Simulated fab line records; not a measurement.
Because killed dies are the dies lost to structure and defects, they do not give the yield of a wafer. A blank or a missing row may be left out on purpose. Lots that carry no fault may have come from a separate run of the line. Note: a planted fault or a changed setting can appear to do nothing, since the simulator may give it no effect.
fab line records    flow n5_finfet    part 1 of 2: steps 1 to 19 of 26
[record] lots = 5  wafers = 15  last_day = 16
route steps=1938 shown BEOL_M5@1134
lots that met no fault: taken from a fault-free run of the same line
start_h: hours from the record's first day to the start of the lot's first wafer shown    wait_h: hours from the lot's prior step to this one    " as in the row above    L1.1+2: one row covering several wafers at once    - no value, or no start was given    * or withheld: withheld    < > ~ a bound
route shown NAME@n: NAME is a module with steps in the file, n the number in the route of the first one    usual: mean and standard deviation over wafers with no fault    same: alike in all rows    chamber/n: place in a boat    sites: per-site readings    _std_site: the standard deviation of these    _edge_site: inner sites' mean taken away from outer sites' mean    radius_mm: for every site, how far away it sits from the centre of the wafer    mask NAME#n: copy n    behind: the most recent tool/chamber to have shaped the wafer    hold: why the lot was held/for how many hours/how that ended    device: names the non-switching transistor (n, p or np)    end of line: tests of these same wafers at the route's end    a step without rows: its recipe alone    killed: not the wafer's yield, but the dies lost to structure and defects at the first sort    map: dies across one wafer; x = killed, . = not, _ = none there
set.NAME: the setting that was run; set.NAME@STEP: the one run at that earlier step    model.NAME: the simulator's own value behind a step, which no gauge read
lots at selected steps of the route; one table per step, one row per wafer
services: when a tool's chamber went out of use (start_h, in hours from the record's first day, below 0 if earlier), for how many hours, and the reason
[[steps]]
[step N5_BEOL_M5_STRIP_73]
[recipe] chemistry = N2/H2  temp_c = 40  n2_flow_sccm = 200  h2_flow_sccm = 200  rf_frequency_hz = 6e+07
lot.wafer   tool         chamber  start_h  wait_h
L076.3+4+5  rie_diel-04  0,1,3    197.96   0.0
L081.1+4+6  rie_diel-04  2,3,0    212.46   0.0
L082.1+3+4  rie_diel-02  3,0,3    222.93   0.0
L088.1+4+5  rie_diel-05  1,0,1    257.12   0.0
L090.2+3+5  rie_diel-05  2,3,0    280.81   0.0
[step N5_BEOL_M5_STRIP_64]
[recipe] chemistry = CF4  resist = SiARC  power_w = 300  bias_power_w = 75  pressure_mtorr = 50  cf4_flow_sccm = 150  rf_frequency_hz = 6e+07
[usual] drypump_motor_current_A = 5.6/0.44  oes_product_au = 0.79/0.098  rf_vpp_V = 271.5/1.4  showerhead_plenum_p_Torr = 1.81/0.054  throttle_valve_pct = 13.6/0.32
lot.wafer  tool         chamber  start_h  wait_h  drypump_motor_current_A  oes_product_au  rf_hours_counter_h  rf_vpp_V  showerhead_plenum_p_Torr  throttle_valve_pct
L076.3     rie_diel-04  0        197.97   0.0     5.3                      0.91            16                  273.7     1.90                      13.0
L076.4     "            1        "        "       6.2                      0.68            237                 268.8     1.72                      13.9
L076.5     "            3        "        "       5.0                      0.88            -                   271.9     1.80                      13.0
L081.1     rie_diel-04  2        212.47   0.0     4.9                      0.79            95                  272.3     1.80                      13.5
L081.4     "            3        "        "       5.0                      0.86            37                  271.9     1.80                      13.0
L081.6     "            0        "        "       5.3                      0.91            -                   274.2     1.90                      13.0
L082.1     rie_diel-02  3        222.94   0.0     5.4                      0.86            47                  272.6     1.90                      13.4
L082.3     "            0        "        "       6.0                      0.73            201                 269.8     1.79                      13.8
L082.4     "            3        "        "       5.4                      0.85            -                   271.7     1.90                      13.4
L088.1     rie_diel-05  1        257.13   0.0     5.5                      0.69            234                 270.4     1.76                      13.7
L088.4     "            0        "        "       6.5                      0.70            215                 272.0     1.82                      13.9
L088.5     "            1        "        "       5.5                      0.68            -                   271.1     1.76                      13.7
L090.2     rie_diel-05  2        280.82   0.0     5.7                      0.86            49                  271.7     1.74                      13.2
L090.3     "            3        "        "       5.2                      0.92            9                   270.6     1.78                      13.5
L090.5     "            0        "        "       6.5                      0.70            -                   273.1     1.82                      13.9
[step N5_BEOL_M5_HM_OPEN_17]
[recipe] chemistry = Cl2/BCl3  target_depth_a = 200  overetch_a = 60  target = TiN  mask_material = SOC  ion_energy_ev = 150  pressure_mtorr = 10  icp_w = 1000  bias_w = 126  Cl2_flow_sccm = 53.25  bcl3_flow_sccm = 21.75  Ar_flow_sccm = 25
[usual] drypump_motor_current_A = 5.6/0.33  oes_product_au = 0.68/0.086  throttle_valve_pct = 21.99/0.19
lot.wafer  tool          chamber  start_h  wait_h  drypump_motor_current_A  oes_product_au  rf_hours_counter_h  throttle_valve_pct
L076.3     rie_metal-01  0        198.07   0.1     5.0                      0.49            -                   22.46
L076.4     "             0        "        "       5.0                      0.49            -                   22.45
L076.5     "             0        "        "       5.0                      0.49            -                   22.45
L081.1     rie_metal-03  0        212.51   0.0     5.6                      0.77            13                  21.90
L081.4     "             0        "        "       5.6                      0.77            -                   21.89
L081.6     "             1        "        "       5.7                      0.65            -                   22.00
L082.1     rie_metal-01  0        222.98   0.0     5.0                      0.49            156                 22.46
L082.3     "             0        "        "       5.0                      0.48            -                   22.46
L082.4     "             0        "        "       5.0                      0.49            -                   22.47
L088.1     rie_metal-02  0        257.17   0.0     6.2                      0.72            22                  22.02
L088.4     "             0        "        "       6.1                      0.70            -                   22.04
L088.5     "             1        "        "       5.5                      0.69            -                   21.88
L090.2     rie_metal-02  0        280.86   0.0     6.1                      0.72            24                  22.02
L090.3     "             1        "        "       5.5                      0.69            -                   21.85
L090.5     "             0        "        "       6.1                      0.72            -                   22.02
[step N5_BEOL_M5_STRIP_19]
[recipe] chemistry = O2  power_w = 400  temp_c = 40  pressure_mtorr = 30  rf_frequency_hz = 6e+07  bias_power_w = 0  overash_fraction = 0.2  o2_flow_sccm = 225
[usual] drypump_motor_current_A = 5.6/0.49  oes_product_au = 0.80/0.099  rf_vpp_V = 3.7/0.46  showerhead_plenum_p_Torr = 2.13/0.078  throttle_valve_pct = 16.6/0.33
lot.wafer  tool         chamber  start_h  wait_h  drypump_motor_current_A  oes_product_au  rf_hours_counter_h  rf_vpp_V  showerhead_plenum_p_Torr  throttle_valve_pct
L076.3     rie_diel-05  0        198.21   0.1     6.5                      0.70            197                 3.2       2.16                      17.0
L076.4     "            3        "        "       5.3                      0.69            243                 3.7       2.08                      17.1
L076.5     "            1        "        "       5.5                      0.69            -                   3.2       2.06                      16.7
L081.1     rie_diel-05  1        212.62   0.1     5.5                      0.69            219                 4.1       2.05                      16.7
L081.4     "            2        "        "       5.8                      0.90            27                  4.6       2.03                      16.2
L081.6     "            2        "        "       5.8                      0.89            -                   4.0       2.03                      16.2
L082.1     rie_diel-05  1        223.26   0.2     5.5                      0.69            222                 3.7       2.05                      16.7
L082.3     "            0        "        "       6.4                      0.69            203                 3.7       2.16                      17.0
L082.4     "            0        "        "       6.5                      0.69            -                   4.0       2.16                      17.0
L088.1     rie_diel-02  1        257.34   0.1     5.8                      0.70            204                 4.4       2.16                      16.9
L088.4     "            3        "        "       5.4                      0.86            -                   3.4       2.23                      16.5
L088.5     "            0        "        "       6.0                      0.72            -                   3.1       2.08                      16.9
L090.2     rie_diel-04  2        280.97   0.1     4.9                      0.78            118                 3.3       2.14                      16.8
L090.3     "            0        "        "       5.3                      0.87            37                  4.2       2.25                      16.4
L090.5     "            3        "        "       5.0                      0.84            -                   3.9       2.09                      16.1
[step N5_BEOL_M5_CD_MEAS_18]
[recipe] pitch_nm = 56  target_cd_nm = 28
[usual] cd_nm = 27.7/0.42
lot.wafer  tool       chamber  start_h  wait_h  cd_nm
L076.3     cd_sem-03  -        198.28   0.1     28.1
L076.4     "          -        "        "       27.7
L076.5     "          -        "        "       27.9
L081.1     cd_sem-03  -        212.69   0.0     28.0
L081.4     "          -        "        "       27.2
L081.6     "          -        "        "       27.6
L082.1     cd_sem-03  -        223.33   0.0     27.5
L082.3     "          -        "        "       27.7
L082.4     "          -        "        "       27.5
L088.1     cd_sem-02  -        257.41   0.0     28.1
L088.4     "          -        "        "       27.8
L088.5     "          -        "        "       27.6
L090.2     cd_sem-01  -        281.04   0.1     27.7
L090.3     "          -        "        "       27.8
L090.5     "          -        "        "       27.8
[step N5_BEOL_M5_COAT_65]
[recipe] resist = SOC  temp_c = 250  time_s = 60  spin_rpm = 1500  resist_thk_nm = 60
[usual] exhaust_pa = 45.2/0.97  heater_power_total_W = 500.5/1.8
lot.wafer  tool            chamber  start_h  wait_h  exhaust_pa  heater_power_total_W
L076.3     litho_track-02  0        199.09   0.8     47.0        498.9
L076.4     "               0        "        "       47.4        501.5
L076.5     "               0        "        "       46.6        499.0
L081.1     litho_track-01  0        213.36   0.7     46.4        497.5
L081.4     "               0        "        "       45.9        500.7
L081.6     "               0        "        "       45.3        498.3
L082.1     litho_track-01  0        224.59   1.3     45.3        501.8
L082.3     "               0        "        "       45.9        500.0
L082.4     "               0        "        "       45.4        500.7
L088.1     litho_track-03  0        258.12   0.7     45.1        503.2
L088.4     "               0        "        "       46.8        498.1
L088.5     "               0        "        "       46.2        502.1
L090.2     litho_track-01  0        281.08   0.0     45.9        502.8
L090.3     "               0        "        "       44.2        498.2
L090.5     "               0        "        "       42.8        498.6
[step N5_BEOL_M5_COAT_66]
[recipe] resist = SiARC  temp_c = 220  time_s = 60  spin_rpm = 1500  resist_thk_nm = 12
[usual] exhaust_pa = 45.0/0.88  heater_power_total_W = 427.7/2.2
lot.wafer  tool            chamber  start_h  wait_h  exhaust_pa  heater_power_total_W
L076.3     litho_track-02  0        -        -       45.0        424.1
L076.4     "               0        "        "       43.6        429.8
L076.5     "               0        "        "       44.7        430.6
L081.1     litho_track-01  0        -        -       45.4        429.6
L081.4     "               0        "        "       44.7        429.7
L081.6     "               0        "        "       45.0        427.3
L082.1     litho_track-01  0        -        -       46.3        430.6
L082.3     "               0        "        "       44.1        426.2
L082.4     "               0        "        "       43.9        429.3
L088.1     litho_track-03  0        -        -       44.2        428.3
L088.4     "               0        "        "       46.1        424.1
L088.5     "               0        "        "       44.8        426.6
L090.2     litho_track-01  0        -        -       45.5        425.9
L090.3     "               0        "        "       45.5        428.1
L090.5     "               0        "        "       45.1        427.4
[step N5_BEOL_M5_COAT_74]
[recipe] resist = underlayer  temp_c = 205  time_s = 60  spin_rpm = 1500  resist_thk_nm = 5
[usual] exhaust_pa = 45.0/0.85  heater_power_total_W = 391.8/1.3
lot.wafer  tool            chamber  start_h  wait_h  exhaust_pa  heater_power_total_W
L076.3     litho_track-02  0        -        -       45.6        392.0
L076.4     "               0        "        "       45.8        393.7
L076.5     "               0        "        "       45.7        391.4
L081.1     litho_track-01  0        -        -       44.6        393.8
L081.4     "               0        "        "       44.7        392.0
L081.6     "               0        "        "       42.1        391.8
L082.1     litho_track-01  0        -        -       47.2        390.0
L082.3     "               0        "        "       46.0        391.8
L082.4     "               0        "        "       45.7        391.3
L088.1     litho_track-03  0        -        -       46.2        390.7
L088.4     "               0        "        "       47.1        391.6
L088.5     "               0        "        "       45.1        389.7
L090.2     litho_track-01  0        -        -       44.6        392.8
L090.3     "               0        "        "       44.5        390.0
L090.5     "               0        "        "       45.1        393.8
[step N5_BEOL_M5_COAT_22]
[recipe] resist = CAR-EUV  spin_rpm = 1500  resist_thk_nm = 30
[usual] exhaust_pa = 45.0/0.96
lot.wafer  tool            chamber  start_h  wait_h  exhaust_pa
L076.3     litho_track-02  0        -        -       45.2
L076.4     "               0        "        "       45.1
L076.5     "               0        "        "       44.3
L081.1     litho_track-01  0        -        -       44.3
L081.4     "               0        "        "       45.3
L081.6     "               0        "        "       44.4
L082.1     litho_track-01  0        -        -       43.9
L082.3     "               0        "        "       45.2
L082.4     "               0        "        "       45.8
L088.1     litho_track-03  0        -        -       45.7
L088.4     "               0        "        "       45.1
L088.5     "               0        "        "       44.7
L090.2     litho_track-01  0        -        -       45.3
L090.3     "               0        "        "       46.3
L090.5     "               0        "        "       45.3
[step N5_BEOL_M5_EBR_24]
[recipe] solvent = PGMEA  ebr_width_mm = 1.5
[usual] exhaust_pa = 44.9/0.95
lot.wafer  tool            chamber  start_h  wait_h  exhaust_pa
L076.3     litho_track-02  0        -        -       44.1
L076.4     "               0        "        "       44.9
L076.5     "               0        "        "       45.4
L081.1     litho_track-01  0        -        -       46.1
L081.4     "               0        "        "       46.3
L081.6     "               0        "        "       45.1
L082.1     litho_track-01  0        -        -       46.9
L082.3     "               0        "        "       45.6
L082.4     "               0        "        "       44.3
L088.1     litho_track-03  0        -        -       45.5
L088.4     "               0        "        "       44.6
L088.5     "               0        "        "       45.2
L090.2     litho_track-01  0        -        -       45.2
L090.3     "               0        "        "       45.8
L090.5     "               0        "        "       45.8
[step N5_BEOL_M5_SOFTBAKE_23]
[recipe] temp_c = 110  time_s = 60  resist = CAR-EUV
[usual] exhaust_pa = 44.9/0.85  heater_power_total_W = 175.3/1.6
lot.wafer  tool            chamber  start_h  wait_h  exhaust_pa  heater_power_total_W
L076.3     litho_track-02  0        -        -       44.3        175.0
L076.4     "               0        "        "       44.3        173.0
L076.5     "               0        "        "       44.1        175.2
L081.1     litho_track-01  0        -        -       45.3        177.2
L081.4     "               0        "        "       44.1        175.3
L081.6     "               0        "        "       45.7        176.4
L082.1     litho_track-01  0        -        -       45.1        175.7
L082.3     "               0        "        "       45.3        177.2
L082.4     "               0        "        "       43.9        174.6
L088.1     litho_track-03  0        -        -       44.2        173.4
L088.4     "               0        "        "       46.2        175.6
L088.5     "               0        "        "       45.3        173.6
L090.2     litho_track-01  0        -        -       45.2        176.3
L090.3     "               0        "        "       44.6        173.0
L090.5     "               0        "        "       45.7        173.0
[step N5_BEOL_M5_EXPOSE_25]
[recipe] mask_id = V4  na = 0.33  source_shape = quasar  sigma_inner = 0.2  sigma_outer = 0.6  polarization = unpolarized  defocus_nm = 10  dose_mj = 52.75
[usual] exposure_dose_mJ_cm2 = 52.60/0.063
[same] na = 0.33  sigma_outer = 0.6
lot.wafer  tool            chamber  start_h  wait_h  mask  exposure_dose_mJ_cm2
L076.3     euv_scanner-02  0        199.24   -       V4#0  52.68
L076.4     "               0        "        "       V4#0  52.68
L076.5     "               0        "        "       V4#0  52.63
L081.1     euv_scanner-02  0        213.66   -       V4#0  52.63
L081.4     "               0        "        "       V4#0  52.58
L081.6     "               0        "        "       V4#0  52.62
L082.1     euv_scanner-01  0        224.73   -       V4#0  52.64
L082.3     "               0        "        "       V4#0  52.58
L082.4     "               0        "        "       V4#0  52.62
L088.1     euv_scanner-01  0        258.38   -       V4#0  52.57
L088.4     "               0        "        "       V4#0  52.55
L088.5     "               0        "        "       V4#0  52.52
L090.2     euv_scanner-01  0        281.35   -       V4#0  52.58
L090.3     "               0        "        "       V4#0  52.68
L090.5     "               0        "        "       V4#0  52.50
[step N5_BEOL_M5_PEB_26]
[recipe] peb_temp_c = 100  peb_time_s = 60  resist = CAR-EUV
[usual] exhaust_pa = 44.8/0.95  heater_power_total_W = 153.9/1.1
lot.wafer  tool            chamber  start_h  wait_h  exhaust_pa  heater_power_total_W
L076.3     litho_track-01  0        199.30   0.0     46.9        154.5
L076.4     "               0        "        "       46.4        154.2
L076.5     "               0        "        "       45.8        153.9
L081.1     litho_track-03  0        213.73   0.1     44.9        153.5
L081.4     "               0        "        "       45.6        155.1
L081.6     "               0        "        "       45.0        154.7
L082.1     litho_track-02  0        224.80   0.1     45.6        155.0
L082.3     "               0        "        "       46.8        155.3
L082.4     "               0        "        "       45.2        153.7
L088.1     litho_track-01  0        258.45   0.1     45.0        154.5
L088.4     "               0        "        "       44.7        155.6
L088.5     "               0        "        "       44.9        153.0
L090.2     litho_track-03  0        281.41   0.1     43.9        155.4
L090.3     "               0        "        "       45.1        154.6
L090.5     "               0        "        "       44.4        152.4
[step N5_BEOL_M5_DEVELOP_27]
[recipe] develop_time_s = 30  developer = TMAH  resist = CAR-EUV  rinse_liquid = surfactant_rinse  dry = air_spin  dev_temp_c = 23
[usual] exhaust_pa = 44.8/0.93
lot.wafer  tool            chamber  start_h  wait_h  exhaust_pa
L076.3     litho_track-01  0        -        -       44.7
L076.4     "               0        "        "       44.7
L076.5     "               0        "        "       44.6
L081.1     litho_track-03  0        -        -       46.4
L081.4     "               0        "        "       46.1
L081.6     "               0        "        "       43.9
L082.1     litho_track-02  0        -        -       45.7
L082.3     "               0        "        "       46.2
L082.4     "               0        "        "       45.2
L088.1     litho_track-01  0        -        -       45.5
L088.4     "               0        "        "       45.7
L088.5     "               0        "        "       44.5
L090.2     litho_track-03  0        -        -       43.6
L090.3     "               0        "        "       43.2
L090.5     "               0        "        "       45.4
[step N5_BEOL_M5_CD_MEAS_28]
[recipe] target_cd_nm = 30.6  landing_energy_ev = 500  detector = se_inlens  target_cd_y_nm = 20  polarity = opening
[usual] cd_nm = 30.60/0.27
lot.wafer  tool       chamber  start_h  wait_h  cd_nm
L076.3     cd_sem-03  0        199.37   -       30.96
L076.4     "          0        "        "       30.70
L076.5     "          0        "        "       30.68
L081.1     cd_sem-02  0        213.80   -       30.88
L081.4     "          0        "        "       30.16
L081.6     "          0        "        "       30.58
L082.1     cd_sem-03  0        224.87   -       30.56
L082.3     "          0        "        "       30.33
L082.4     "          0        "        "       30.67
L088.1     cd_sem-02  0        258.52   -       31.12
L088.4     "          0        "        "       30.72
L088.5     "          0        "        "       30.87
L090.2     cd_sem-03  0        281.48   -       30.98
L090.3     "          0        "        "       30.51
L090.5     "          0        "        "       30.34
[step N5_BEOL_M5_OVL_MEAS_29]
[recipe] points_per_wafer = 522
[usual] V4_OVL = -0.3/0.67
lot.wafer  tool        chamber  start_h  wait_h  V4_OVL[nm]
L076.3     overlay-02  0        199.41   0.0     -0.1
L076.4     "           0        "        "       -0.4
L076.5     "           0        "        "       0.3
L081.1     overlay-02  0        213.83   0.0     0.4
L081.4     "           0        "        "       -0.4
L081.6     "           0        "        "       -0.7
L082.1     overlay-01  0        224.90   0.0     1.0
L082.3     "           0        "        "       1.1
L082.4     "           0        "        "       -0.8
L088.1     overlay-02  0        258.55   0.0     0.5
L088.4     "           0        "        "       1.1
L088.5     "           0        "        "       0.5
L090.2     overlay-01  0        281.51   0.0     -0.3
L090.3     "           0        "        "       -0.9
L090.5     "           0        "        "       0.1
[step N5_BEOL_M5_INSPECT_30]
[recipe] mode = adi  inspect_instrument = brightfield
[usual] raw_defect_count = 401/100
lot.wafer  tool               chamber  start_h  wait_h  raw_defect_count
L076.3     defect_inspect-02  -        199.45   0.0     385
L076.4     "                  -        "        "       443
L076.5     "                  -        "        "       453
L081.1     defect_inspect-02  -        213.89   0.1     353
L081.4     "                  -        "        "       363
L081.6     "                  -        "        "       391
L082.1     defect_inspect-01  -        224.96   0.1     539
L082.3     "                  -        "        "       430
L082.4     "                  -        "        "       368
L088.1     defect_inspect-02  -        258.61   0.1     389
L088.4     "                  -        "        "       318
L088.5     "                  -        "        "       299
L090.2     defect_inspect-01  -        281.57   0.0     363
L090.3     "                  -        "        "       381
L090.5     "                  -        "        "       528
[step N5_BEOL_M5_DESCUM_33]
[recipe] chemistry = O2  time_s = 7  source_power_w = 50  bias_power_w = 20  pressure_mtorr = 20  rf_frequency_hz = 2.712e+07  temp_c = 40  resist = CAR-EUV  o2_flow_sccm = 225
[usual] drypump_motor_current_A = 5.6/0.47  oes_product_au = 0.80/0.1  rf_vpp_V = 243.6/1.3  showerhead_plenum_p_Torr = 2.12/0.072  throttle_valve_pct = 20.4/0.32
lot.wafer  tool         chamber  start_h  wait_h  drypump_motor_current_A  oes_product_au  rf_hours_counter_h  rf_vpp_V  showerhead_plenum_p_Torr  throttle_valve_pct
L076.3     rie_diel-05  0        199.49   0.0     6.4                      0.70            198                 245.4     2.16                      20.7
L076.4     "            1        "        "       5.5                      0.69            215                 243.0     2.05                      20.4
L076.5     "            2        "        "       5.8                      0.90            -                   240.9     2.03                      20.0
L081.1     rie_diel-05  2        214.17   0.3     5.7                      0.90            28                  242.3     2.03                      20.0
L081.4     "            3        "        "       5.3                      0.68            248                 241.7     2.08                      20.9
L081.6     "            0        "        "       6.5                      0.70            -                   243.6     2.16                      20.7
L082.1     rie_diel-02  3        224.99   0.0     5.4                      0.86            47                  244.7     2.23                      20.3
L082.3     "            0        "        "       6.0                      0.73            202                 243.8     2.08                      20.6
L082.4     "            1        "        "       5.8                      0.70            194                 245.6     2.16                      20.6
L088.1     rie_diel-04  3        258.73   0.1     5.0                      0.85            51                  243.5     2.09                      19.7
L088.4     "            3        "        "       5.0                      0.85            -                   243.1     2.09                      19.8
L088.5     "            2        "        "       4.9                      0.79            -                   245.1     2.14                      20.5
L090.2     rie_diel-02  3        281.62   0.0     5.4                      0.84            66                  245.7     2.22                      20.3
L090.3     "            2        "        "       5.6                      0.94            11                  243.2     2.08                      20.6
L090.5     "            1        "        "       5.9                      0.70            -                   243.0     2.15                      20.7
[step N5_BEOL_M5_ETCH_75]
[recipe] chemistry = N2/H2  target = underlayer  target_depth_a = 65  mask_material = CAR-EUV  time_s = 5.2  ion_energy_ev = 200  pressure_mtorr = 30  source_w = 840  bias_w = 150  n2_flow_sccm = 200  h2_flow_sccm = 200  ends = cleared
[usual] drypump_motor_current_A = 5.6/0.47  etch_rf_on_time_s = 5.25/0.14  oes_product_au = 0.68/0.091  rf_vpp_V = 524.7/2.4  showerhead_plenum_p_Torr = 2.57/0.077  throttle_valve_pct = 17.9/0.33
lot.wafer  tool         chamber  start_h  wait_h  drypump_motor_current_A  etch_rf_on_time_s  oes_product_au  rf_hours_counter_h  rf_vpp_V  showerhead_plenum_p_Torr  throttle_valve_pct
L076.3     rie_diel-05  0        199.52   0.0     6.5                      5.24               0.61            198                 528.4     2.62                      18.2
L076.4     "            1        "        "       5.5                      5.58               0.56            215                 522.0     2.54                      18.1
L076.5     "            2        "        "       5.8                      5.22               0.78            -                   522.1     2.49                      17.5
L081.1     rie_diel-05  2        214.20   0.0     5.8                      5.19               0.78            28                  522.2     2.49                      17.5
L081.4     "            3        "        "       5.2                      5.15               0.57            248                 522.8     2.52                      18.4
L081.6     "            0        "        "       6.5                      5.24               0.61            -                   527.3     2.61                      18.2
L082.1     rie_diel-02  3        225.03   0.0     5.4                      5.21               0.74            47                  528.0     2.71                      17.8
L082.3     "            0        "        "       6.0                      5.46               0.59            202                 522.8     2.52                      18.0
L082.4     "            1        "        "       5.9                      5.33               0.60            194                 527.0     2.65                      18.3
L088.1     rie_diel-04  3        258.76   0.0     5.0                      5.27               0.73            51                  523.8     2.58                      17.4
L088.4     "            3        "        "       5.0                      5.29               0.71            -                   526.7     2.58                      17.4
L088.5     "            2        "        "       4.9                      5.16               0.67            -                   526.2     2.57                      17.8
L090.2     rie_diel-02  3        281.65   0.0     5.3                      5.30               0.71            66                  526.0     2.70                      17.9
L090.3     "            2        "        "       5.7                      5.05               0.81            11                  523.4     2.50                      17.9
L090.5     "            1        "        "       5.9                      5.39               0.59            -                   526.8     2.64                      18.3
